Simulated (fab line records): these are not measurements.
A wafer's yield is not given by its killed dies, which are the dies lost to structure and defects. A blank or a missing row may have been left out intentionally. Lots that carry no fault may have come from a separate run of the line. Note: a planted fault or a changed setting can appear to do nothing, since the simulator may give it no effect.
Chamber matching -- flow n5Finfet -- 4 sister chambers for N5_BEOL_M4_ETCHBACK_99 on rieDiel-01
The step etches SiO2 in CHF3, target depth 5 nm, time 10.4 s. 8 wafers are shown with their chamber, then 8 later ones without.

## WAFERS, EACH WITH ITS CHAMBER
wafer,chamber,drypumpMotorCurrentA (A),rfVppV (V)
L077.4,2,5.8,238
L079.2,0,5.1,234
L081.2,3,5.5,248
L081.5,0,5.1,232
L082.1,3,5.6,249
L082.3,1,5.6,247
L082.5,1,5.5,247
L087.1,2,5.8,242

## WAFERS WITHOUT THEIR CHAMBER
wafer,drypumpMotorCurrentA (A),rfVppV (V)
L087.4,5.5,246
L087.5,5.5,247
L093.2,5.6,247
L093.4,5.1,232
L093.5,5.8,243
L097.1,5.8,243
L097.2,5.1,233
L097.6,5.1,233

## WHICH CHAMBER EACH WENT THROUGH
wafer,from the rows above,in truth
L087.4,can't be placed: 1 or 3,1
L087.5,can't be placed: 1 or 3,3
L093.2,can't be placed: 1 or 3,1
L093.4,0,0
L093.5,2,2
L097.1,2,2
L097.2,0,0
L097.6,0,0
Placed correctly: 5 of 8. These rows do not allow placing 3 (true chamber among the candidates in 3). Number placed wrongly: 0.
How it was worked out, from the rows above alone: a wafer's distance from a chamber is the root of the sum, over the readings, of the square of ((its reading less the chamber's mean) divided by the reading's scatter). The wafer belongs to the nearest chamber; if the next one is less than 2 further off, it can't be placed. A chamber's mean is the mean of its shown wafers. The scatter: take each reading less its chamber's mean, square it, sum over the shown wafers, divide by the number of wafers less the number of chambers, and take the root.
